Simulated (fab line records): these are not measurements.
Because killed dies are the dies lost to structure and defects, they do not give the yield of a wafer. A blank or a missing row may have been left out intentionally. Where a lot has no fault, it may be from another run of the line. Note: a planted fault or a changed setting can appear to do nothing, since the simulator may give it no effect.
Chamber matching | flow nand-harc | rie-diel-05 running NHARC_A_SGD_CUT_ETCH_58: 4 sister chambers
The step etches the open film in CF4, target depth 39 nm, time 65 s. 8 wafers are shown with their chamber, then 8 later ones without.

== EACH WAFER AND ITS CHAMBER ==
wafer  | chamber | showerhead-plenum-p-Torr (Torr) | drypump-motor-current-A (A)
L084.6 | 3       | 1.68                            | 5.0
L088.1 | 1       | 1.82                            | 5.6
L088.2 | 0       | 1.82                            | 6.4
L088.4 | 2       | 1.85                            | 6.1
L091.4 | 3       | 1.68                            | 5.0
L091.5 | 1       | 1.82                            | 5.6
L091.6 | 2       | 1.85                            | 6.2
L092.1 | 0       | 1.81                            | 6.4

== WAFERS WHOSE CHAMBER IS MISSING ==
wafer  | showerhead-plenum-p-Torr (Torr) | drypump-motor-current-A (A)
L092.3 | 1.82                            | 5.6
L092.4 | 1.68                            | 5.0
L094.1 | 1.82                            | 5.6
L094.3 | 1.85                            | 6.1
L094.6 | 1.85                            | 6.1
L096.1 | 1.82                            | 5.5
L096.2 | 1.68                            | 5.0
L096.3 | 1.85                            | 6.1

== EACH ONE'S CHAMBER ==
wafer  | from the rows above | in truth
L092.3 | 1                   | 1
L092.4 | 3                   | 3
L094.1 | 1                   | 1
L094.3 | 2                   | 2
L094.6 | 2                   | 2
L096.1 | 1                   | 1
L096.2 | 3                   | 3
L096.3 | 2                   | 2
Correct placement for 8 of the 8. From these rows, 0 cannot be placed. Wrongly placed: 0.
How it was worked out, from the rows above alone: a wafer's distance from a chamber is the root of the sum, over the readings, of the square of ((its reading less the chamber's mean) divided by the reading's scatter). The wafer belongs to the nearest chamber; if the next one is less than 2 further off, it can't be placed. A chamber's mean is the mean of its shown wafers. The scatter: the root of (the sum of the squares of (reading less its chamber's mean) over the shown wafers, divided by (wafers less chambers)).
